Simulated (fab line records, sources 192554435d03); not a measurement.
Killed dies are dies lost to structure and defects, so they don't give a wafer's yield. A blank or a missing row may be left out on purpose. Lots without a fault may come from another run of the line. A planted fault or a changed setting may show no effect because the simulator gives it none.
One fault seen from 3 desks | flow n5_finfet | each desk has only its own numbers; what lay behind them comes last

THE TOOL OWNER'S DESK: vapor_etch-02
The tool's own readings at N5_FIN_SAQP_RECESS_63 (chemistry HF/NH3, target SiO2, target depth 18 nm, afs cycles 3, sublimation time 60 s): means of the sampled wafers that have a number, for each lot that ran on this tool. A lot is out of limits, marked OUT, if its mean lies more than 4 standard deviations from the usual mean; the brackets give that distance.
Columns: A = drypump_motor_current_A at N5_FIN_SAQP_RECESS_63, usual 5.61 A
lot  | first seen here | A
L742 | day 2 12:38     | 5.56
L744 | day 3 01:50     | 5.66
L755 | day 5 21:55     | 5.65
This desk's finding: nothing out of limits on any of the 3 lots.

THE DEFECT DESK
What the inspections along the route counted, lot by lot: means of the sampled wafers that have a number. A lot is out of limits, marked OUT, if its mean lies more than 4 standard deviations from the usual mean; the brackets give that distance.
Columns: A = raw_defect_count at N5_FIN_CUT_INSPECT_10, usual 46
lot  | first seen here | A
L740 | day 2 04:16     | 32
L741 | day 2 09:55     | 46
L742 | day 2 16:00     | 59
L744 | day 3 04:59     | 42
L747 | day 3 21:09     | 49
L748 | day 4 02:08     | 55
L749 | day 4 10:49     | 54
L755 | day 6 00:03     | 297 (+19) OUT
L760 | day 7 02:16     | 45
L762 | day 7 14:10     | 47
This desk's finding: out of limits on L755; first on L755, day 6 00:03 (raw_defect_count at N5_FIN_CUT_INSPECT_10). In limits: L740, L741, L742, L744, L747, L748, L749, L760, L762.

THE METROLOGY DESK
What the gauges read, lot by lot, whatever tool the lot ran on: means of the sampled wafers that have a number. A lot is out of limits, marked OUT, if its mean lies more than 4 standard deviations from the usual mean; the brackets give that distance. Of its 11 readings 7 are shown: those that lie furthest out on some lot.
Columns: A = FIN_CUT_OVL at N5_FIN_CUT_OVL_MEAS_09, usual -0.1 nm; B = IOFF_P at N5_BEOL_M4_RC_MEAS_101, usual 0.21 nA/um; C = ION_N at N5_BEOL_M4_RC_MEAS_101, usual 675 uA/um; D = ION_P at N5_BEOL_M4_RC_MEAS_101, usual 462 uA/um; E = SS_N at N5_BEOL_M4_RC_MEAS_101, usual 71.5 mV/dec; F = VT_N at N5_BEOL_M4_RC_MEAS_101, usual 250 mV; G = VT_P at N5_BEOL_M4_RC_MEAS_101, usual -251 mV
lot  | first seen here | A    | B    | C   | D   | E    | F   | G
L740 | day 2 04:12     | 0.1  | 0.18 | 671 | 454 | 71.7 | 250 | -254
L741 | day 2 09:52     | -0.6 | 0.22 | 692 | 469 | 71.3 | 243 | -246
L742 | day 2 15:57     | -0.3 | 0.23 | 684 | 471 | 70.9 | 246 | -248
L744 | day 3 04:55     | -0.5 | 0.19 | 663 | 450 | 71.6 | 251 | -254
L747 | day 3 21:05     | -0.8 | 0.19 | 668 | 460 | 71.7 | 249 | -251
L748 | day 4 02:05     | 0.3  | 0.23 | 690 | 477 | 70.5 | 246 | -247
L749 | day 4 10:46     | 0.8  | 0.20 | 666 | 452 | 71.7 | 250 | -254
L755 | day 6 00:00     | -0.2 | 0.23 | 688 | 471 | 72.0 | 248 | -249
L760 | day 7 02:13     | -0.5 | 0.19 | 674 | 465 | 71.0 | 253 | -252
L762 | day 7 14:08     | -1.3 | 0.16 | 664 | 462 | 71.1 | 256 | -254
This desk's finding: nothing out of limits on any of the 10 lots.

PUT TOGETHER
The defect desk could have raised an alarm at day 6 00:03, on L755.
The tool owner's desk saw nothing out of limits.
The metrology desk saw nothing out of limits.
The tool owner's desk has L755 on record, within its limits.
The metrology desk has L755 on record, within its limits.
Of the lots named, all ran N5_FIN_SAQP_RECESS_63 on vapor_etch-02.

WHAT THE SIMULATOR HAD PUT IN
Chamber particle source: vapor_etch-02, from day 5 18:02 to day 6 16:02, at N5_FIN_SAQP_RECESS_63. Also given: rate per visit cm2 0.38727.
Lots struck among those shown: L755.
Hours from the fault's start to each desk's first reading out of limits: the defect desk, 6.
